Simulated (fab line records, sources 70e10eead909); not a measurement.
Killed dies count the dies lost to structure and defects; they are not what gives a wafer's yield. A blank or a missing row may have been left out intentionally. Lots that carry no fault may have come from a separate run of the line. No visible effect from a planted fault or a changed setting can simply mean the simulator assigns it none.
fab line records | flow nandHarc
[record] lots = 5 | wafers = 15 | lastDay = 30
route steps=1302 shown P_GATE@126 END@1302
lots that met no fault: taken from a fault-free run of the same line
startH: start of the lot's first displayed wafer, in hours after the record's first day | waitH: time in hours since the lot's previous step | " same as the row above | L1.1+2: a single row standing in for several wafers | - value missing, or start not given | * or withheld: withheld | < > ~ a bound
route shown NAME@n: names a module that has steps shown in the file, with the first one's number in the route | usual: average and standard deviation across the fault-free wafers | same: alike in all rows | chamber/n: place in a boat | sites: per-site readings | _std_site: the standard deviation of these | _edge_site: the outer-site mean with the inner-site mean subtracted | radiusMm: for every site, how far away it sits from the centre of the wafer | mask NAME#n: copy n | behind: tool/chamber where the wafer was last shaped | hold: why the lot was held/for how many hours/how that ended | device: whichever transistor did not switch (one of n, p or np) | end of line: the same wafers' tests at the end of the route | a step given without rows: its recipe and nothing more | killed: dies lost to structure and defects at the first sort, not the wafer's yield | map: the dies of a wafer, with x for killed, . for not killed, _ for no die there
set.NAME: the setting the step ran with; set.NAME@STEP: the setting that earlier step ran with | model.NAME: the simulator's own value behind a step, which no gauge read
a table for each step, a row for each wafer; lots at some steps of the route
services: from which hour (startH, from the record's first day; less than 0 if before it) a tool's chamber was out of use, for how many hours, and why
[[steps]]
[step NHARC_P_GATE_STRIP_15]
[recipe] timeS = 780 | tempC = 130 | chemistry = SPM
[step NHARC_P_GATE_PRECLEAN_71]
[recipe] timeS = * | tempC = 50 | bathAgeMin = 0 | chemistry = SC1
[step NHARC_P_GATE_SRD_72]
[step NHARC_P_GATE_OXIDE_16]
[recipe] targetThkA = 30 | tempC = 875 | oxTimeS = 392 | material = SiO2
[step NHARC_P_GATE_CVD_17]
[recipe] targetThkA = 1500 | tempC = 620 | timeS = 900 | material = poly-Si
[step NHARC_P_GATE_HM_DEP_102]
[recipe] targetThkA = 1200 | tempC = 400 | material = aC
[usual] throttleValvePct = 35.000/0.0099
lot.wafer | tool      | chamber | startH | waitH | throttleValvePct
L648.1    | aclDep-02 | 0       | 100.15 | 0.4   | 34.976
L648.3    | "         | 0       | "      | "     | 35.002
L648.6    | "         | 0       | "      | "     | 35.008
L652.1    | aclDep-02 | 0       | 141.13 | 0.4   | 34.990
L652.4    | "         | 0       | "      | "     | 34.994
L652.6    | "         | 0       | "      | "     | 34.981
L653.1    | aclDep-01 | 0       | 158.86 | 2.2   | 34.989
L653.2    | "         | 0       | "      | "     | 34.998
L653.4    | "         | 0       | "      | "     | 35.010
L658.1    | aclDep-03 | 0       | 202.77 | 2.0   | 35.009
L658.2    | "         | 0       | "      | "     | 35.004
L658.6    | "         | 0       | "      | "     | 34.993
L661.1    | aclDep-03 | 0       | 241.61 | 1.6   | 35.009
L661.3    | "         | 0       | "      | "     | 35.000
L661.6    | "         | 0       | "      | "     | 34.990
[step NHARC_P_GATE_DEP_103]
[recipe] targetThkA = 300 | targetThkNm = 30 | tempC = 400 | flowSccm = 200 | rfW = 350 | material = SiON
[usual] heaterPowerOuterW = 465/95 | heaterPowerW = 757/120
lot.wafer | tool     | chamber | startH | waitH | heaterPowerOuterW | heaterPowerW
L648.1    | pecvd-03 | 0       | 100.84 | 0.6   | 562               | 893
L648.3    | "        | 1       | "      | "     | 524               | 789
L648.6    | "        | 1       | "      | "     | 530               | 789
L652.1    | pecvd-02 | 2       | 141.83 | 0.6   | 512               | 782
L652.6    | "        | 2       | "      | "     | 518               | 771
L652.4    | "        | 0       | "      | "     | 380               | 719
L653.1    | pecvd-04 | 0       | 159.57 | 0.6   | 375               | 632
L653.2    | "        | 1       | "      | "     | 349               | 601
L653.4    | "        | 1       | "      | "     | 352               | 612
L658.1    | pecvd-02 | 2       | 203.43 | 0.6   | 590               | 886
L658.2    | "        | 1       | "      | "     | 449               | 748
L658.6    | "        | 0       | "      | "     | 442               | 788
L661.3    | pecvd-04 | 2       | 242.28 | 0.3   | 368               | 615
L661.1    | "        | 0       | "      | "     | 440               | 711
L661.6    | "        | 1       | "      | "     | 337               | 598
[step NHARC_P_GATE_DEHYDRATE_18]
[recipe] tempC = 150 | timeS = 120
[step NHARC_P_GATE_HMDS_19]
[recipe] timeS = 30
[step NHARC_P_GATE_COAT_20]
[recipe] spinRpm = 1500 | resistThkNm = 90
[step NHARC_P_GATE_SOFTBAKE_21]
[recipe] tempC = 105 | timeS = 55
[step NHARC_P_GATE_EBR_22]
[step NHARC_P_GATE_EXPOSE_23]
[recipe] na = 1.35 | targetCdNm = 120 | doseMj = 93.91 | maskId = P_GATE
lot.wafer  | tool           | chamber | startH | waitH | mask
L648.1+3+6 | arfiScanner-01 | 0       | 101.34 | -     | P_GATE#0
L652.1+4+6 | arfiScanner-01 | 0       | 142.34 | -     | P_GATE#0
L653.1+2+4 | arfiScanner-01 | 0       | 159.95 | -     | P_GATE#0
L658.1+2+6 | arfiScanner-02 | 0       | 203.97 | -     | P_GATE#0
L661.1+3+6 | arfiScanner-02 | 0       | 242.82 | -     | P_GATE_R1#0
[step NHARC_P_GATE_PEB_24]
[recipe] pebTempC = 100 | pebTimeS = 65
[step NHARC_P_GATE_DEVELOP_25]
[recipe] developTimeS = 35 | devTempC = 23
[step NHARC_P_GATE_CD_MEAS_26]
[recipe] targetCdNm = 120 | landingEnergyEv = 500
[usual] cdNm = 120.1/0.58
lot.wafer | tool     | chamber | startH | waitH | cdNm
L648.1    | cdSem-02 | 0       | 101.48 | -     | 119.9
L648.3    | "        | 0       | "      | "     | 119.7
L648.6    | "        | 0       | "      | "     | 119.4
L652.1    | cdSem-03 | 0       | 142.48 | -     | 120.5
L652.4    | "        | 0       | "      | "     | 120.3
L652.6    | "        | 0       | "      | "     | 120.5
L653.1    | cdSem-02 | 0       | 160.09 | -     | 120.5
L653.2    | "        | 0       | "      | "     | 119.9
L653.4    | "        | 0       | "      | "     | 119.5
L658.1    | cdSem-01 | 0       | 204.11 | -     | 118.9
L658.2    | "        | 0       | "      | "     | 119.7
L658.6    | "        | 0       | "      | "     | 119.1
L661.1    | cdSem-03 | 0       | 242.96 | -     | 117.3
L661.3    | "        | 0       | "      | "     | 116.7
L661.6    | "        | 0       | "      | "     | 117.4
[step NHARC_P_GATE_OVL_MEAS_27]
[usual] overlayXNm = -0.1/0.84 | overlayYNm = 0.0/1
lot.wafer | tool       | chamber | startH | waitH | overlayXNm | overlayYNm
L648.1    | overlay-01 | -       | 101.57 | -     | 0.1        | -2.6
L648.3    | "          | -       | "      | "     | 0.5        | -2.9
L648.6    | "          | -       | "      | "     | 0.0        | -2.6
L652.1    | overlay-01 | -       | 142.57 | -     | 2.0        | 1.6
L652.4    | "          | -       | "      | "     | 1.3        | 1.3
L652.6    | "          | -       | "      | "     | 1.4        | 1.1
L653.1    | overlay-02 | -       | 160.18 | -     | -0.1       | 0.1
L653.2    | "          | -       | "      | "     | -0.2       | -0.3
L653.4    | "          | -       | "      | "     | 0.1        | -0.2
L658.1    | overlay-01 | -       | 204.20 | -     | -0.7       | 0.8
L658.2    | "          | -       | "      | "     | -0.6       | 0.8
L658.6    | "          | -       | "      | "     | -0.5       | 0.8
L661.1    | overlay-01 | -       | 243.05 | -     | -0.5       | 0.1
L661.3    | "          | -       | "      | "     | 0.3        | 0.0
L661.6    | "          | -       | "      | "     | 0.3        | 0.3
[step NHARC_P_GATE_INSPECT_28]
[usual] rawDefectCount = 7/3.6
lot.wafer | tool             | chamber | startH | waitH | rawDefectCount
L648.1    | defectInspect-01 | -       | 101.61 | 0.0   | 12
L648.3    | "                | -       | "      | "     | 9
L648.6    | "                | -       | "      | "     | 9
L652.1    | defectInspect-02 | -       | 142.60 | 0.0   | 8
L652.4    | "                | -       | "      | "     | 6
L652.6    | "                | -       | "      | "     | 2
L653.1    | defectInspect-01 | -       | 160.21 | 0.0   | 10
L653.2    | "                | -       | "      | "     | 14
L653.4    | "                | -       | "      | "     | 10
L658.1    | defectInspect-01 | -       | 204.23 | 0.0   | 6
L658.2    | "                | -       | "      | "     | 5
L658.6    | "                | -       | "      | "     | 10
L661.1    | defectInspect-01 | -       | 243.08 | 0.0   | 4
L661.3    | "                | -       | "      | "     | 9
L661.6    | "                | -       | "      | "     | 7
[step NHARC_P_GATE_DESCUM_31]
[recipe] timeS = 3 | o2FlowSccm = 200 | arFlowSccm = 0 | biasPowerW = 0 | chemistry = O2
[usual] drypumpMotorCurrentA = 5.6/0.53 | oesProductAu = 0.999/0.0068 | rfVppV = 58.0/0.9 | showerheadPlenumPTorr = 1.95/0.065 | throttleValvePct = 11.311/0.0093
lot.wafer | tool       | chamber | startH | waitH | drypumpMotorCurrentA | oesProductAu | rfHoursCounterH | rfVppV | showerheadPlenumPTorr | throttleValvePct | model.P_GATE.cdNm
L648.3    | rieDiel-13 | 0       | 101.68 | 0.1   | 5.6                  | 0.997        | 5.1             | 58.7   | 1.86                  | 11.319           | 119.6
L648.1    | "          | 2       | "      | "     | 5.5                  | 1.013        | 4.2             | 57.4   | 1.83                  | 11.311           | 120.1
L648.6    | "          | 3       | "      | "     | 5.9                  | 1.000        | -               | 58.2   | 1.91                  | 11.323           | 119.8
L652.1    | rieDiel-04 | 0       | 142.66 | 0.1   | 4.9                  | 1.010        | 6.0             | 58.0   | 1.87                  | 11.298           | 120.9
L652.4    | "          | 3       | "      | "     | 5.9                  | 1.005        | 7.1             | 59.5   | 2.01                  | 11.315           | 120.1
L652.6    | "          | 0       | "      | "     | 4.9                  | 1.001        | -               | 58.5   | 1.87                  | 11.297           | 121.4
L653.1    | rieDiel-02 | 1       | 160.28 | 0.1   | 5.1                  | 0.994        | 4.0             | 58.6   | 2.03                  | 11.319           | 120.5
L653.2    | "          | 2       | "      | "     | 6.4                  | 0.998        | 4.2             | 57.7   | 1.97                  | 11.304           | 119.6
L653.4    | "          | 3       | "      | "     | 6.2                  | 0.997        | 2.7             | 57.0   | 2.06                  | 11.314           | 120.1
L658.2    | rieDiel-04 | 2       | 204.29 | 0.1   | 5.0                  | 0.999        | 2.2             | 58.4   | 1.99                  | 11.331           | 119.1
L658.1    | "          | 0       | "      | "     | 4.9                  | 1.000        | 2.2             | 57.0   | 1.87                  | 11.286           | 118.9
L658.6    | "          | 3       | "      | "     | 5.9                  | 1.004        | -               | 57.9   | 2.01                  | 11.310           | 119.3
L661.1    | rieDiel-04 | 3       | 243.15 | 0.1   | 5.9                  | 0.995        | 3.8             | 58.9   | 2.01                  | 11.312           | 117.5
L661.3    | "          | 1       | "      | "     | 5.5                  | 1.000        | 4.3             | 58.3   | 1.93                  | 11.318           | 117.3
L661.6    | "          | 2       | "      | "     | 5.0                  | 1.001        | -               | 58.0   | 1.99                  | 11.325           | 117.1
[step NHARC_P_GATE_ETCH_104]
[recipe] targetDepthA = 600 | timeS = withheld | cf4FlowSccm = 100 | chf3FlowSccm = 30 | arFlowSccm = 0 | rfW = 500 | biasW = 200 | chemistry = CF4/CHF3
[step NHARC_P_GATE_HM_OPEN_105]
[recipe] targetDepthA = 3600 | o2FlowSccm = 400 | cosFlowSccm = 20 | arFlowSccm = 0 | rfW = 500 | biasW = 300 | chemistry = O2/COS
[usual] drypumpMotorCurrentA = 5.6/0.52 | oesProductAu = 1.001/0.0071 | rfVppV = 468.4/2.4 | showerheadPlenumPTorr = 3.18/0.1 | throttleValvePct = 28.331/0.0093
lot.wafer | tool       | chamber | startH | waitH | drypumpMotorCurrentA | oesProductAu | rfHoursCounterH | rfVppV | showerheadPlenumPTorr | throttleValvePct
L648.1    | rieDiel-13 | 1       | -      | -     | 6.7                  | 0.996        | 4.4             | 469.5  | 3.24                  | 28.336
L648.3    | "          | 3       | "      | "     | 5.9                  | 0.998        | 5.2             | 465.9  | 3.11                  | 28.336
L648.6    | "          | 1       | "      | "     | 6.6                  | 0.993        | -               | 471.2  | 3.24                  | 28.320
L652.1    | rieDiel-04 | 3       | -      | -     | 5.9                  | 1.001        | 7.1             | 470.3  | 3.28                  | 28.328
L652.4    | "          | 0       | "      | "     | 4.9                  | 1.005        | 6.0             | 466.4  | 3.06                  | 28.325
L652.6    | "          | 3       | "      | "     | 5.9                  | 1.010        | -               | 470.4  | 3.28                  | 28.339
L653.1    | rieDiel-02 | 1       | -      | -     | 5.1                  | 1.005        | 4.0             | 472.0  | 3.30                  | 28.326
L653.4    | "          | 2       | "      | "     | 6.4                  | 1.007        | 4.2             | 469.2  | 3.21                  | 28.348
L653.2    | "          | 3       | "      | "     | 6.3                  | 1.012        | 2.7             | 471.9  | 3.34                  | 28.331
L658.1    | rieDiel-04 | 0       | -      | -     | 4.9                  | 1.011        | 2.2             | 465.7  | 3.06                  | 28.336
L658.2    | "          | 3       | "      | "     | 5.9                  | 1.014        | 2.2             | 470.5  | 3.27                  | 28.328
L658.6    | "          | 1       | "      | "     | 5.5                  | 1.006        | -               | 466.8  | 3.15                  | 28.333
L661.3    | rieDiel-04 | 2       | -      | -     | 5.0                  | 1.015        | 4.0             | 470.2  | 3.24                  | 28.318
L661.1    | "          | 1       | "      | "     | 5.6                  | 1.013        | 4.3             | 468.5  | 3.15                  | 28.326
L661.6    | "          | 3       | "      | "     | 5.9                  | 1.019        | -               | 471.0  | 3.27                  | 28.327
[step NHARC_P_GATE_STRIP_106]
[recipe] o2FlowSccm = 400 | cosFlowSccm = 20 | arFlowSccm = 0 | biasW = 0 | chemistry = O2/COS
[step NHARC_P_GATE_ETCH_114]
[recipe] targetDepthA = 300 | overetchA = 30 | timeS = 16.5 | ionEnergyEv = 100 | cf4FlowSccm = 80 | o2FlowSccm = 20 | arFlowSccm = 0 | rfW = 300 | biasW = 100 | chemistry = CF4/O2
[usual] drypumpMotorCurrentA = 5.7/0.53 | oesProductAu = 0.999/0.0071 | rfVppV = 198.4/1.1 | showerheadPlenumPTorr = 1.36/0.044 | throttleValvePct = 13.397/0.0092
lot.wafer | tool       | chamber | startH | waitH | drypumpMotorCurrentA | oesProductAu | rfHoursCounterH | rfVppV | showerheadPlenumPTorr | throttleValvePct
L648.1    | rieDiel-13 | 3       | -      | -     | 5.9                  | 0.992        | 5.2             | 198.1  | 1.33                  | 13.396
L648.3    | "          | 1       | "      | "     | 6.6                  | 0.991        | 4.5             | 199.7  | 1.39                  | 13.402
L648.6    | "          | 2       | "      | "     | 5.5                  | 1.007        | -               | 196.7  | 1.28                  | 13.401
L652.4    | rieDiel-04 | 1       | -      | -     | 5.5                  | 1.001        | 7.0             | 198.4  | 1.35                  | 13.378
L652.1    | "          | 0       | "      | "     | 4.9                  | 1.012        | 6.0             | 197.1  | 1.31                  | 13.390
L652.6    | "          | 1       | "      | "     | 5.5                  | 1.003        | -               | 197.7  | 1.35                  | 13.402
L653.1    | rieDiel-02 | 2       | -      | -     | 6.4                  | 0.997        | 4.2             | 199.5  | 1.38                  | 13.402
L653.2    | "          | 3       | "      | "     | 6.2                  | 1.009        | 2.7             | 198.1  | 1.43                  | 13.399
L653.4    | "          | 1       | "      | "     | 5.0                  | 0.996        | 4.1             | 198.4  | 1.41                  | 13.390
L658.1    | rieDiel-04 | 1       | -      | -     | 5.5                  | 1.001        | 2.3             | 198.2  | 1.35                  | 13.417
L658.2    | "          | 3       | "      | "     | 5.9                  | 1.001        | 2.2             | 197.5  | 1.40                  | 13.384
L658.6    | "          | 0       | "      | "     | 4.9                  | 1.005        | -               | 197.5  | 1.31                  | 13.393
L661.3    | rieDiel-04 | 2       | -      | -     | 5.0                  | 1.006        | 4.0             | 198.6  | 1.39                  | 13.386
L661.1    | "          | 0       | "      | "     | 4.9                  | 1.001        | 4.0             | 196.0  | 1.31                  | 13.389
L661.6    | "          | 3       | "      | "     | 5.9                  | 1.002        | -               | 199.5  | 1.40                  | 13.393
[step NHARC_P_GATE_ETCH_32]
[recipe] targetDepthA = 1500 | overEtchFrac = 1 | overEtchIonEnergyEv = 40 | timeS = 100.1 | hbrFlowSccm = 150 | cl2FlowSccm = 50 | rfW = 400 | icpW = 400 | biasW = 100 | chemistry = HBr/Cl2
[usual] drypumpMotorCurrentA = 5.52/0.24 | hbrFlowSccm = 150.1/0.42 | oesProductAu = 0.999/0.0078 | throttleValvePct = 26.407/0.0092
lot.wafer | tool     | chamber | startH | waitH | drypumpMotorCurrentA | hbrFlowSccm | oesProductAu | rfHoursCounterH | throttleValvePct | model.P_GATE.cdNm
L648.1    | rieSi-05 | 1       | 102.13 | -     | 5.76                 | 150.0       | 1.007        | 0.8             | 26.416           | 123.8
L648.3    | "        | 0       | "      | "     | 5.29                 | 149.9       | 1.012        | 0.9             | 26.410           | 120
L648.6    | "        | 1       | "      | "     | 5.78                 | 150.1       | 1.006        | -               | 26.417           | 121.3
L652.4    | rieSi-06 | 0       | 143.13 | -     | 5.53                 | 150.3       | 0.989        | 0.4             | 26.420           | 117.2
L652.1    | "        | 3       | "      | "     | 5.23                 | 150.4       | 0.989        | 0.4             | 26.382           | 122.6
L652.6    | "        | 1       | "      | "     | 5.25                 | 149.6       | 0.998        | -               | 26.419           | 120.7
L653.1    | rieSi-06 | 1       | 160.75 | -     | 5.25                 | 149.9       | 1.004        | 0.4             | 26.411           | 119.2
L653.2    | "        | 2       | "      | "     | 5.36                 | 150.3       | 0.985        | 0.4             | 26.407           | 118
L653.4    | "        | 3       | "      | "     | 5.22                 | 149.6       | 0.997        | 0.5             | 26.402           | 117.6
L658.1    | rieSi-06 | 2       | 204.77 | -     | 5.36                 | 150.7       | 0.995        | 0.7             | 26.398           | 119.3
L658.2    | "        | 0       | "      | "     | 5.52                 | 150.3       | 0.983        | 0.9             | 26.404           | 118.6
L658.6    | "        | 2       | "      | "     | 5.37                 | 150.3       | 0.984        | -               | 26.409           | 119
L661.3    | rieSi-06 | 3       | 243.62 | -     | 5.21                 | 149.7       | 1.000        | 0.9             | 26.419           | 119.1
L661.1    | "        | 0       | "      | "     | 5.51                 | 149.8       | 0.997        | 1.1             | 26.398           | 116.8
L661.6    | "        | 3       | "      | "     | 5.19                 | 149.8       | 0.995        | -               | 26.418           | 117.7
[step NHARC_P_GATE_STRIP_108]
[recipe] o2FlowSccm = 500 | arFlowSccm = 0 | biasW = 0 | chemistry = O2
[usual] drypumpMotorCurrentA = 5.6/0.52 | oesProductAu = 1.000/0.0072 | rfVppV = 57.9/0.95 | showerheadPlenumPTorr = 3.61/0.11 | throttleValvePct = 17.036/0.0097
lot.wafer | tool       | chamber | startH | waitH | drypumpMotorCurrentA | oesProductAu | rfHoursCounterH | rfVppV | showerheadPlenumPTorr | throttleValvePct
L648.1    | rieDiel-04 | 0       | 102.29 | -     | 4.9                  | 1.009        | 4.8             | 56.9   | 3.46                  | 17.038
L648.3    | "          | 3       | "      | "     | 5.9                  | 1.014        | 5.8             | 58.2   | 3.70                  | 17.022
L648.6    | "          | 0       | "      | "     | 4.9                  | 1.005        | -               | 58.0   | 3.46                  | 17.032
L652.1    | rieDiel-04 | 0       | 143.28 | -     | 5.0                  | 1.015        | 6.0             | 58.3   | 3.46                  | 17.038
L652.4    | "          | 2       | "      | "     | 5.0                  | 1.009        | 8.2             | 57.8   | 3.66                  | 17.029
L652.6    | "          | 0       | "      | "     | 5.0                  | 1.015        | -               | 56.8   | 3.46                  | 17.051
L653.1    | rieDiel-04 | 2       | 160.90 | -     | 5.0                  | 1.010        | 8.9             | 57.5   | 3.66                  | 17.032
L653.2    | "          | 3       | "      | "     | 5.9                  | 1.008        | 8.0             | 59.1   | 3.70                  | 17.049
L653.4    | "          | 3       | "      | "     | 5.9                  | 1.001        | -               | 57.7   | 3.70                  | 17.023
L658.1    | rieDiel-04 | 1       | 204.93 | -     | 5.5                  | 0.999        | 2.3             | 56.9   | 3.56                  | 17.042
L658.2    | "          | 2       | "      | "     | 5.0                  | 1.005        | 2.3             | 59.0   | 3.66                  | 17.035
L658.6    | "          | 1       | "      | "     | 5.5                  | 1.004        | -               | 58.0   | 3.56                  | 17.038
L661.3    | rieDiel-02 | 0       | 243.77 | -     | 5.8                  | 1.005        | 1.5             | 58.6   | 3.54                  | 17.032
L661.1    | "          | 1       | "      | "     | 5.1                  | 0.987        | 1.5             | 59.2   | 3.72                  | 17.037
L661.6    | "          | 3       | "      | "     | 6.3                  | 1.000        | -               | 58.0   | 3.77                  | 17.039
[step NHARC_END_SORT_01]
[recipe] tempC = 25
[usual] killedAtArray = 59/17 | killedAtOther = 0.7/0.9 | killedAtPeriphery = 3.6/2.3 | killedDies = 63/18 | killedOpen = 3.4/1.9 | killedShort = 2.6/1.7
[same] grossDies = 677
lot.wafer | tool      | chamber | startH | waitH | killedAtArray | killedAtOther | killedAtPeriphery | killedDies | killedOpen | killedShort
L648.1    | prober-02 | 0       | 570.54 | 2.5   | 78            | 0             | 3                 | 81         | 3          | 4
L648.3    | prober-02 | 0       | 572.09 | 3.1   | 76            | 2             | 7                 | 85         | 1          | 2
L648.6    | prober-02 | 0       | 574.41 | 3.9   | 86            | 0             | 5                 | 91         | 4          | 4
// killed by level:class
L648.1 A_CHANNEL_HOLE_D1:chamberFilmFlake=35 A_SLIT:chamberFilmFlake=22 A_DECK1_JOINT:geometricParticle:short=4 A_CHANNEL_HOLE_D2:chamberFilmFlake=4 A_CONTACT:chamberFilmFlake=4 P_ZERO_WELL:chamberFilmFlake=3 A_CHANNEL_FILL_D2:chamberFilmFlake=3 A_DECK1_JOINT:geometricParticle:open=1
L648.3 A_CHANNEL_HOLE_D1:chamberFilmFlake=31 A_SLIT:chamberFilmFlake=31 A_CHANNEL_HOLE_D2:chamberFilmFlake=5 P_ZERO_WELL:chamberFilmFlake=4 A_CONTACT:chamberFilmFlake=4 P_STI:chamberFilmFlake=2 A_STAIRCASE:chamberFilmFlake=2 THIN_TSV:chamberFilmFlake=2
L648.6 A_CHANNEL_HOLE_D1:chamberFilmFlake=37 A_SLIT:chamberFilmFlake=26 A_CHANNEL_HOLE_D2:chamberFilmFlake=7 P_ZERO_WELL:chamberFilmFlake=4 A_CHANNEL_FILL_D2:chamberFilmFlake=3 A_CHANNEL_FILL_D1:geometricParticle:short=2 A_M0:geometricParticle:open=2 A_CHANNEL_FILL_D1:chamberFilmFlake=2
[[services]]
tool           | chamber | startH | hours | kind
arfiScanner-01 | -       | 80.00  | 4.0   | pm
pecvd-02       | 1       | 83.75  | 27.6  | repair
pecvd-04       | -       | 88.02  | 13.0  | pm
rieSi-06       | 3       | 113.16 | 5.9   | repair
aclDep-03      | -       | 121.94 | 13.0  | pm
rieSi-05       | -       | 128.00 | 9.0   | pm
rieDiel-13     | 2       | 134.50 | 3.9   | repair
pecvd-04       | 1       | 140.29 | 10.2  | repair
arfiScanner-02 | -       | 140.38 | 4.0   | pm
rieDiel-13     | -       | 141.26 | 5.3   | repair
arfiScanner-02 | -       | 148.47 | 0.5   | repair
rieDiel-04     | 0       | 150.28 | 12.6  | repair
rieDiel-02     | 1       | 152.09 | 4.5   | repair
rieSi-05       | 1       | 153.57 | 2.6   | repair
rieDiel-13     | -       | 165.00 | 9.0   | pm
rieSi-06       | -       | 173.62 | 0.6   | repair
rieDiel-02     | 1       | 176.49 | 7.0   | repair
rieDiel-04     | -       | 177.90 | 9.0   | pm
rieDiel-02     | 0       | 197.40 | 27.1  | repair
rieDiel-02     | -       | 216.80 | 9.0   | pm
pecvd-02       | -       | 228.48 | 13.0  | pm
rieSi-06       | 2       | 231.70 | 4.4   | repair
rieDiel-04     | 2       | 236.62 | 2.5   | repair
rieDiel-04     | 0       | 243.84 | 4.1   | repair
[[key]]
[firstSign] step = NHARC_P_GATE_EXPOSE_23 | reading = mask | direction = changed
[effect] step = NHARC_P_GATE_CD_MEAS_26 | reading = cdNm | direction = down | sigmas = 5.1 | usual = 120.1 | struck = 117.1
[modelEffect] step = NHARC_P_GATE_DESCUM_31 | value = P_GATE.cdNm | without = 120.9 | struck = 117.3
[modelEffect] step = NHARC_P_GATE_ETCH_32 | value = P_GATE.cdNm | without = 121.5 | struck = 117.9
metAt NHARC_P_GATE_EXPOSE_23
struckWafers L661.1,L661.3,L661.6
testerLeftOut L661
onsetBetween 203.97 242.82
[fault] kind = wrongMask | tool = any | chamber = - | onsetH = 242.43 | steps = NHARC_P_GATE_EXPOSE_23 | auxCopy = P_GATE_R1#0 | cdOffsetNm = -3.6233 | scope = struckLotsOnly
// testerLeftOut: of these lots the tester's yield and bins aren't shown, on N5 and GAA mostly nor the transistor test; their killed dies are dies lost to structure and defects alone, not to doping, threshold or leakage, so they don't give the yield
